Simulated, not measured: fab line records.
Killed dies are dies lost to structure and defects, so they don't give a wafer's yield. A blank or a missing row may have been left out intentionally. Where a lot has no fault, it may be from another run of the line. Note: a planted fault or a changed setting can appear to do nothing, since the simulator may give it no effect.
Split-lot trial	flow n5 finfet	21 wafers read across 7 lots, on a route 1938 steps long

## THE SPLIT ITSELF
At N5_MOL_CONTACT_COAG_EXPOSE_05 (exposes mask CA, defocus 0 nm), the setting dose mj was moved away from the recipe's 38.25 on 5 of the 21 wafers read, by -6.0% to +5.4%. All remaining wafers had this setting at the recipe value.

## FROM THE SPLIT TO THE READING: what the file shows between them, 14 steps
- N5_MOL_CONTACT_COAG_PEB_06: peb time 60 s
- N5_MOL_CONTACT_COAG_DEVELOP_07: develop time 30 s
- N5_MOL_CONTACT_COAG_CD_MEAS_08: target cd 28 nm
- N5_MOL_CONTACT_COAG_DESCUM_13: chemistry O2, time 7 s
- N5_MOL_CONTACT_COAG_ETCH_59: etches underlayer in N2/H2, target depth 13 nm, time 10.4 s
- N5_MOL_CONTACT_COAG_ETCH_105: etches SiARC in CF4, target depth 15.6 nm, time 26 s
- N5_MOL_CONTACT_COAG_ETCH_106: etches SOC in N2/H2, target depth 80 nm, overetch 16 nm, time 120 s
- N5_MOL_CONTACT_COAG_STRIP_107: strips in N2/H2
- N5_MOL_CONTACT_COAG_STRIP_108: strips in N2/H2
- N5_MOL_CONTACT_COAG_CONTACT_ETCH_14: etches SiO2 in C4F6/O2, target depth 27.5 nm, overetch 8.5 nm, time 20 s
- N5_MOL_CONTACT_COAG_STRIP_109: strips in C4F6/O2
- N5_MOL_CONTACT_COAG_ETCH_15: etches SiNx in CH3F/O2, stops on Si:P, target depth 7 nm
- N5_MOL_CONTACT_COAG_ETCH_110: etches Si in CF4/O2, target depth 2.5 nm, time 8 s
- N5_MOL_CONTACT_COAG_STRIP_98: strips in N2/H2

## THE READING
cd nm at N5_MOL_CONTACT_COAG_CD_MEAS_99, given in nm (cd target 17.2 nm). Fault-free wafers of this fab line usually give 17.31 nm, standard deviation 0.3 nm.

wafer	tool, chamber at the split	dose mj as run	against the recipe	cd nm, nm	against lot-mates on the recipe
L074.4	euv scanner-02, 0	38.25	recipe	17.23	-
L074.5	euv scanner-02, 0	38.25	recipe	17.50	-
L074.6	euv scanner-02, 0	38.25	recipe	17.28	-
L075.2	euv scanner-02, 0	35.94	-6.0%	15.44	-1.62
L075.3	euv scanner-02, 0	38.25	recipe	17.10	-
L075.6	euv scanner-02, 0	38.25	recipe	17.02	-
L076.3	euv scanner-01, 0	38.25	recipe	16.94	-
L076.5	euv scanner-01, 0	38.25	recipe	16.60	-
L076.6	euv scanner-01, 0	38.25	recipe	16.74	-
L080.1	euv scanner-01, 0	36.53	-4.5%	16.09	-1.22
L080.5	euv scanner-01, 0	38.25	recipe	17.31	-
L080.6	euv scanner-01, 0	36.53	-4.5%	16.27	-1.04
L085.3	euv scanner-01, 0	38.25	recipe	17.87	-
L085.4	euv scanner-01, 0	36.9	-3.5%	16.83	-0.97
L085.5	euv scanner-01, 0	38.25	recipe	17.72	-
L086.1	euv scanner-01, 0	38.25	recipe	17.35	-
L086.2	euv scanner-01, 0	38.25	recipe	17.11	-
L086.5	euv scanner-01, 0	38.25	recipe	17.40	-
L097.3	euv scanner-02, 0	38.25	recipe	17.39	-
L097.5	euv scanner-02, 0	40.31	+5.4%	18.93	+1.65
L097.6	euv scanner-02, 0	38.25	recipe	17.17	-

FIT RESULTS
A straight line over all 21 wafers: cd nm changes by +0.265 nm for each +1% of dose mj; r = +0.89; the points scatter about the line by 0.33 nm.
The same after taking each lot's own level away (the mean of its wafers on the recipe; 21 wafers): +0.275 nm for each +1%; r = +0.99; scatter 0.11 nm.
According to that fit, moving dose mj by its largest amount changes the reading by 1.7 nm.
The span of the lots' own levels, 16.760 to 17.795 nm, comes to 3.5 times the standard deviation stated above.
Consequently the slope shifts little with the lot-to-lot level, the two slopes agreeing.
Check: for one of the wafers moved furthest among these (-6.0%), held out of the fit, the line's prediction against its lot-mates is -1.65 nm. It came out at -1.62 nm against them.

## FURTHER SPLITS ON THESE WAFERS
Other splits were also applied to these wafers ahead of the reading. Each is held against what the fit with the lots' levels taken away leaves over:
other split on the same wafers	wafers away from the commonest value	r with cd nm (lot level and that fit taken away)
N5_HKMG_FIN_PEB_47 peb time s	5	+0.03
N5_HKMG_FIN_ETCH_54 source w	7	-0.20

## THE WHOLE CHAIN: every reading that the file lists as answering this split, in the file's order
step	what it does	reading	change (the file's fit)	r (the file's)
N5_MOL_CONTACT_COAG_CD_MEAS_08	target cd 28 nm	cd nm	+0.191 nm for each +1% of the setting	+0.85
N5_MOL_CONTACT_COAG_ETCH_59	etches underlayer in N2/H2, target depth 13 nm, time 10.4 s	MOL_CONTACT_COAG.cd offset nm (the simulator's own value, which no gauge read)	+0.222 nm for each +1% of the setting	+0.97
N5_MOL_CONTACT_COAG_ETCH_105	etches SiARC in CF4, target depth 15.6 nm, time 26 s	MOL_CONTACT_COAG.cd offset nm (the simulator's own value, which no gauge read)	+0.215 nm for each +1% of the setting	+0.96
N5_MOL_CONTACT_COAG_ETCH_106	etches SOC in N2/H2, target depth 80 nm, overetch 16 nm, time 120 s	MOL_CONTACT_COAG.cd offset nm (the simulator's own value, which no gauge read)	+0.25 nm for each +1% of the setting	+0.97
N5_MOL_CONTACT_COAG_CONTACT_ETCH_14	etches SiO2 in C4F6/O2, target depth 27.5 nm, overetch 8.5 nm, time 20 s	MOL_CONTACT_COAG.cd offset nm (the simulator's own value, which no gauge read)	+0.245 nm for each +1% of the setting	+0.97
N5_MOL_CONTACT_COAG_CD_MEAS_99	target cd 17.2 nm	cd nm	+0.277 nm for each +1% of the setting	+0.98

## FILE'S OWN FIT
cd nm changes by +0.277 nm for each +1% of dose mj, r = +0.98.
